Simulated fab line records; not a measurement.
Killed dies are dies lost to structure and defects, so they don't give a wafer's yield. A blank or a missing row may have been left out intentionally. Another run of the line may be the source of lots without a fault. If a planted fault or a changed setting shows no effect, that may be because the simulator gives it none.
fab line records	flow n5Finfet
record: lots: 10	wafers: 30	lastDay: 22
route steps=1938 shown HKMG_FIN@399 BEOL_M4@1111
lots with no fault: from the same line, run without faults
startH: the number of hours between the record's first day and the start of the first shown wafer of the lot	waitH: time in hours since the lot's previous step	" identical to the entry in the row above	L1.1+2: a single row standing in for several wafers	- no value, or no start was given	* or withheld: withheld	< > ~ a bound
route shown NAME@n: names a module that has steps shown in the file, with the first one's number in the route	usual: mean/standard deviation taken from wafers without a fault	same: alike in all rows	chamber/n: place in a boat	sites: readings site by site	_std_site: standard deviation across them	_edge_site: the outer-site mean with the inner-site mean subtracted	radiusMm: for every site, how far away it sits from the centre of the wafer	mask NAME#n: copy n	behind: tool/chamber where the wafer was last shaped	hold: reason for holding the lot/hours on hold/outcome of the hold	device: transistor that didn't switch, given as n, p or np	end of line: the route-end tests of the same wafers	for a step that has no rows: nothing shown but its recipe	killed: the dies lost at the first sort to structure and to defects; this is not the yield of the wafer	map: dies across one wafer; x = killed, . = not, _ = none there
set.NAME: the run value of the setting; set.NAME@STEP: its run value at that earlier step	model.NAME: the simulator's own value behind a step, which no gauge read
route steps across a sampled set of lots; one table per step, one row per wafer
services: when a tool's chamber went out of use (startH, in hours from the record's first day, below 0 if earlier), for how many hours, and the reason
== steps ==
step: N5_HKMG_FIN_OVL_MEAS_50
recipe: pointsPerWafer: 44
usual: NDIPOLE_OVL: 0.4/0.75
lot.wafer	tool	chamber	startH	waitH	NDIPOLE_OVL[nm]
L872.1	overlay-02	0	72.94	0.0	0.0
L872.3	"	0	"	"	0.1
L872.5	"	0	"	"	0.0
L875.1	overlay-02	0	89.40	0.0	0.3
L875.4	"	0	"	"	0.3
L875.6	"	0	"	"	0.2
L877.1	overlay-01	0	102.30	0.0	-1.3
L877.3	"	0	"	"	-0.8
L877.4	"	0	"	"	0.6
L884.3	overlay-02	0	145.60	0.0	1.2
L884.5	"	0	"	"	0.6
L884.6	"	0	"	"	0.7
L885.2	overlay-01	0	151.07	0.0	0.7
L885.4	"	0	"	"	0.9
L885.6	"	0	"	"	2.3
L888.3	overlay-01	0	167.99	0.0	-0.1
L888.5	"	0	"	"	-0.6
L888.6	"	0	"	"	-0.2
L890.1	overlay-02	0	180.29	0.0	-0.3
L890.2	"	0	"	"	-0.2
L890.5	"	0	"	"	0.2
L891.1	overlay-02	0	184.37	0.0	-0.5
L891.4	"	0	"	"	-0.4
L891.5	"	0	"	"	0.1
L894.3	overlay-01	0	205.52	0.0	0.6
L894.4	"	0	"	"	0.6
L894.6	"	0	"	"	0.7
L895.3	overlay-01	0	215.18	0.0	1.9
L895.4	"	0	"	"	1.3
L895.5	"	0	"	"	0.9
step: N5_HKMG_FIN_STRIP_60
recipe: chemistry: N2/H2	powerW: 2500	tempC: 300	h2Frac: 0.65	timeS: 360	pressureMtorr: withheld	n2FlowSccm: 1750	h2FlowSccm: 3250
usual: drypumpMotorCurrentA: 5.9/0.53	heaterPowerW: 427/22
lot.wafer	tool	chamber	startH	waitH	drypumpMotorCurrentA	heaterPowerW	rfHoursCounterH
L872.1	plasmaAsher-02	0	73.87	0.0	6.6	458	41
L872.3	"	0	"	"	6.6	443	-
L872.5	"	1	"	"	5.1	451	-
L875.1	plasmaAsher-01	1	90.39	0.0	6.0	420	85
L875.4	"	0	"	"	6.0	399	-
L875.6	"	0	"	"	6.0	402	-
L877.1	plasmaAsher-01	0	103.46	0.0	6.0	412	87
L877.3	"	1	"	"	6.0	417	-
L877.4	"	0	"	"	6.0	402	-
L884.3	plasmaAsher-02	1	146.66	0.1	5.1	449	-
L884.5	"	0	"	"	6.6	459	-
L884.6	"	1	"	"	5.1	445	-
L885.2	plasmaAsher-02	1	152.01	0.0	5.1	442	56
L885.4	"	0	"	"	6.6	448	-
L885.6	"	1	"	"	5.1	450	-
L888.3	plasmaAsher-01	0	169.13	0.1	6.0	396	-
L888.5	"	1	"	"	6.1	422	-
L888.6	"	0	"	"	6.0	393	-
L890.1	plasmaAsher-02	0	181.23	0.0	6.6	458	62
L890.2	"	1	"	"	5.1	454	62
L890.5	"	1	"	"	5.1	441	-
L891.1	plasmaAsher-01	0	185.31	0.0	6.0	391	104
L891.4	"	0	"	"	6.0	401	-
L891.5	"	0	"	"	6.0	398	-
L894.3	plasmaAsher-02	1	206.72	0.1	5.1	443	-
L894.4	"	0	"	"	6.6	457	-
L894.6	"	0	"	"	6.7	442	-
L895.3	plasmaAsher-01	0	216.23	0.1	6.0	394	-
L895.4	"	1	"	"	6.0	415	-
L895.5	"	1	"	"	6.0	410	-
step: N5_HKMG_FIN_ALD_36
recipe: material: TiN	targetThkA: 10	tempC: 400	aldPrecursorFamily: TiCl4	aldCoReactant: NH3	pulseTimeS: 1	purgeTimeS: 3	coReactantPurgeTimeS: 2	coReactantPulseTimeS: 2	aldCycles: 47	pressureTorr: 3
usual: heaterPowerW: 847/91	precursorPulseHeightRel: 1.001/0.019	susceptorTempC: 400.04/0.21
same: coReactantPulseTimeS: 2
lot.wafer	tool	chamber	startH	waitH	heaterPowerW	precursorPulseHeightRel	susceptorTempC
L872.1	aldMetal-02	2	75.12	0.0	988	1.001	400.20
L872.3	"	0	"	"	737	0.994	400.29
L872.5	"	1	"	"	990	1.010	400.13
L875.1	aldMetal-02	3	91.64	0.0	986	0.984	400.33
L875.4	"	0	"	"	721	0.998	400.17
L875.6	"	2	"	"	1018	0.993	399.77
L877.1	aldMetal-01	0	104.82	0.0	746	1.050	399.60
L877.3	"	3	"	"	736	1.012	399.94
L877.4	"	2	"	"	769	1.007	399.95
L884.3	aldMetal-02	2	147.80	0.0	1046	0.983	408.91
L884.5	"	3	"	"	1024	1.015	409.18
L884.6	"	0	"	"	768	0.978	408.96
L885.2	aldMetal-02	2	153.47	0.0	1042	0.994	409.08
L885.4	"	1	"	"	1037	1.018	408.49
L885.6	"	2	"	"	1058	1.022	409.15
L888.3	aldMetal-04	1	170.29	0.0	960	0.995	400.11
L888.5	"	0	"	"	860	0.997	399.93
L888.6	"	3	"	"	937	0.984	399.98
L890.1	aldMetal-01	1	182.70	0.0	847	1.016	399.87
L890.2	"	2	"	"	769	1.015	400.16
L890.5	"	1	"	"	851	0.995	399.71
L891.1	aldMetal-01	2	186.58	0.0	775	0.977	399.96
L891.4	"	3	"	"	751	0.987	400.00
L891.5	"	0	"	"	771	1.026	399.60
L894.3	aldMetal-04	3	207.84	0.0	964	0.993	399.78
L894.4	"	3	"	"	951	1.011	400.01
L894.6	"	2	"	"	828	0.996	400.24
L895.3	aldMetal-01	0	217.36	0.0	760	1.014	400.17
L895.4	"	2	"	"	765	1.015	399.97
L895.5	"	1	"	"	833	0.989	399.96
step: N5_HKMG_FIN_PWFM_ALD_03
recipe: material: TiN	targetThkA: 20	tempC: 400	aldPrecursorFamily: TiCl4	aldCoReactant: NH3	pulseTimeS: 1	purgeTimeS: 3	coReactantPurgeTimeS: 2	coReactantPulseTimeS: 2	aldCycles: 91	pressureTorr: 3
usual: heaterPowerW: 850/95	precursorPulseHeightRel: 1.001/0.019	susceptorTempC: 399.99/0.24
same: coReactantPulseTimeS: 2
lot.wafer	tool	chamber	startH	waitH	heaterPowerW	precursorPulseHeightRel	susceptorTempC
L872.1	aldMetal-01	1	75.44	0.0	823	1.021	400.00
L872.3	"	0	"	"	764	0.967	399.95
L872.5	"	3	"	"	739	0.993	399.90
L875.1	aldMetal-01	1	91.95	0.0	834	0.997	400.35
L875.4	"	3	"	"	742	1.019	400.00
L875.6	"	0	"	"	759	0.999	400.03
L877.1	aldMetal-01	0	105.13	0.0	748	1.001	399.76
L877.3	"	3	"	"	751	0.992	399.91
L877.4	"	1	"	"	831	0.982	399.63
L884.3	aldMetal-01	2	148.12	0.0	772	1.007	399.96
L884.5	"	2	"	"	805	1.016	399.70
L884.6	"	1	"	"	850	1.004	399.89
L885.2	aldMetal-04	0	153.79	0.0	891	0.992	399.96
L885.4	"	3	"	"	943	1.012	399.75
L885.6	"	1	"	"	940	0.992	399.44
L888.3	aldMetal-01	3	170.61	0.0	737	0.998	400.04
L888.5	"	1	"	"	822	1.020	400.28
L888.6	"	2	"	"	779	0.975	399.97
L890.1	aldMetal-02	2	183.02	0.0	973	1.027	400.19
L890.2	"	0	"	"	733	0.994	399.98
L890.5	"	0	"	"	731	1.000	399.58
L891.1	aldMetal-04	3	186.90	0.0	950	1.016	399.98
L891.4	"	0	"	"	863	1.000	399.95
L891.5	"	1	"	"	937	1.004	400.07
L894.3	aldMetal-02	3	208.16	0.0	986	0.991	399.88
L894.4	"	1	"	"	1010	1.009	400.09
L894.6	"	2	"	"	994	1.009	400.27
L895.3	aldMetal-01	3	217.68	0.0	733	1.019	400.34
L895.4	"	1	"	"	840	0.997	400.22
L895.5	"	1	"	"	846	0.983	399.65
step: N5_BEOL_M4_RC_MEAS_101
usual: DIBL_N: 36.3/1.1	DIBL_P: 36.3/1.4	IOFF_N: 0.155/0.019	IOFF_P: 0.211/0.027	ION_N: 672/8.5	ION_P: 462/5.8	SS_N: 71.5/0.56	SS_P: 73.3/0.52	VT_N: 249.9/2.5	VT_P: -249.8/2.8
lot.wafer	tool	chamber	startH	waitH	DIBL_N[mV/V]	DIBL_P[mV/V]	IOFF_N[nA/um]	IOFF_P[nA/um]	ION_N[uA/um]	ION_P[uA/um]	SS_N[mV/dec]	SS_P[mV/dec]	VT_N[mV]	VT_P[mV]
L872.1	prober-01	0	196.11	0.0	39.0	37.5	0.173	0.234	668	458	72.5	74.6	250.1	-247.6
L872.3	"	0	"	"	36.3	36.0	0.139	0.203	675	463	70.9	73.4	250.3	-250.4
L872.5	"	0	"	"	36.8	35.1	0.135	0.192	670	453	72.2	73.6	253.8	-255.3
L875.1	prober-01	0	219.84	0.0	35.0	36.1	0.126	0.198	669	459	70.9	72.1	255.9	-249.1
L875.4	"	0	"	"	35.6	37.4	0.148	0.235	679	473	71.3	73.1	248.9	-247.1
L875.6	"	0	"	"	36.1	37.8	0.149	0.227	668	458	71.5	72.3	251.6	-248.8
L877.1	prober-01	0	250.22	0.0	36.3	36.4	0.166	0.199	684	462	71.2	73.6	248.7	-252.6
L877.3	"	0	"	"	34.8	33.7	0.135	0.167	677	463	71.3	72.6	252.9	-251.8
L877.4	"	0	"	"	36.3	35.6	0.171	0.199	691	465	71.8	73.6	248.2	-250.2
L884.3	prober-01	0	335.78	0.3	34.7	33.6	0.137	0.192	666	459	70.4	72.8	250.3	-250.1
L884.5	"	0	"	"	36.8	35.7	0.175	0.220	667	455	71.2	73.8	248.7	-249.4
L884.6	"	0	"	"	35.3	34.6	0.146	0.205	665	460	70.7	73.1	248.0	-249.5
L885.2	prober-01	0	346.64	0.2	36.8	37.0	0.144	0.248	663	462	72.3	73.7	251.8	-246.5
L885.4	"	0	"	"	34.9	35.0	0.116	0.212	650	456	71.6	72.6	257.1	-249.2
L885.6	"	0	"	"	37.2	37.4	0.153	0.260	665	462	72.1	73.7	251.9	-247.7
L888.3	prober-01	0	351.59	0.3	35.4	36.2	0.143	0.196	665	461	71.9	73.2	253.8	-252.5
L888.5	"	0	"	"	35.7	37.6	0.146	0.219	669	463	71.4	73.5	252.3	-248.9
L888.6	"	0	"	"	34.8	35.6	0.134	0.186	658	454	72.3	73.0	252.1	-251.9
L895.3	prober-02	0	364.69	0.3	37.2	36.6	0.171	0.241	678	467	72.2	73.7	251.6	-246.2
L895.4	"	0	"	"	38.7	36.8	0.196	0.250	671	461	72.8	73.2	246.3	-246.9
L895.5	"	0	"	"	37.2	35.6	0.161	0.223	674	464	71.9	73.3	247.5	-249.5
L890.1	prober-02	0	385.35	0.0	38.3	37.3	0.176	0.236	677	462	71.2	73.9	245.9	-248.3
L890.2	"	0	"	"	37.5	35.8	0.154	0.206	680	465	71.6	73.1	252.5	-249.6
L890.5	"	0	"	"	36.9	35.6	0.149	0.204	669	457	71.5	73.6	250.5	-249.6
L891.1	prober-02	0	391.34	0.0	36.7	36.8	0.160	0.218	677	467	71.3	73.0	248.6	-247.3
L891.4	"	0	"	"	37.0	37.5	0.168	0.219	684	468	70.9	72.6	249.9	-248.5
L891.5	"	0	"	"	35.8	35.6	0.143	0.199	665	463	71.3	73.0	249.8	-250.6
L894.3	prober-01	0	401.12	0.3	35.6	35.2	0.158	0.210	682	464	72.1	73.3	248.2	-248.4
L894.4	"	0	"	"	36.3	34.7	0.159	0.200	666	459	72.0	73.4	249.2	-250.9
L894.6	"	0	"	"	36.0	35.2	0.158	0.205	675	458	71.3	73.0	249.8	-249.2
== services ==
tool	chamber	startH	hours	kind
plasmaAsher-01	-	58.58	1.2	repair
aldMetal-01	-	78.26	2.8	pm
aldMetal-02	3	103.42	3.8	repair
aldMetal-01	2	159.40	2.7	repair
plasmaAsher-01	-	159.51	2.8	pm
aldMetal-02	-	169.02	2.6	repair
aldMetal-04	-	182.57	0.7	repair
plasmaAsher-01	-	188.82	1.2	repair
plasmaAsher-02	-	192.19	0.8	repair
aldMetal-04	-	199.21	0.8	repair
aldMetal-04	1	202.89	31.0	repair
== key ==
firstSign: step: N5_HKMG_FIN_ALD_36	reading: susceptorTempC	direction: up	sigmas: 42	usual: *	struck: *
effect none on later readings
metAt N5_HKMG_FIN_ALD_36
struckLots L884,L885
notActingAt N5_HKMG_FIN_OVL_MEAS_50,N5_HKMG_FIN_STRIP_60,N5_HKMG_FIN_PWFM_ALD_03
onsetBetween 91.64 147.80
fault: kind: processParameterDrift	tool: aldMetal-02	chamber: -	onsetH: 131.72	steps: N5_HKMG_FIN_ALD_36	channel: tempC	offset: *	shape: step	endH: 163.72	actsIn: *	stated: *
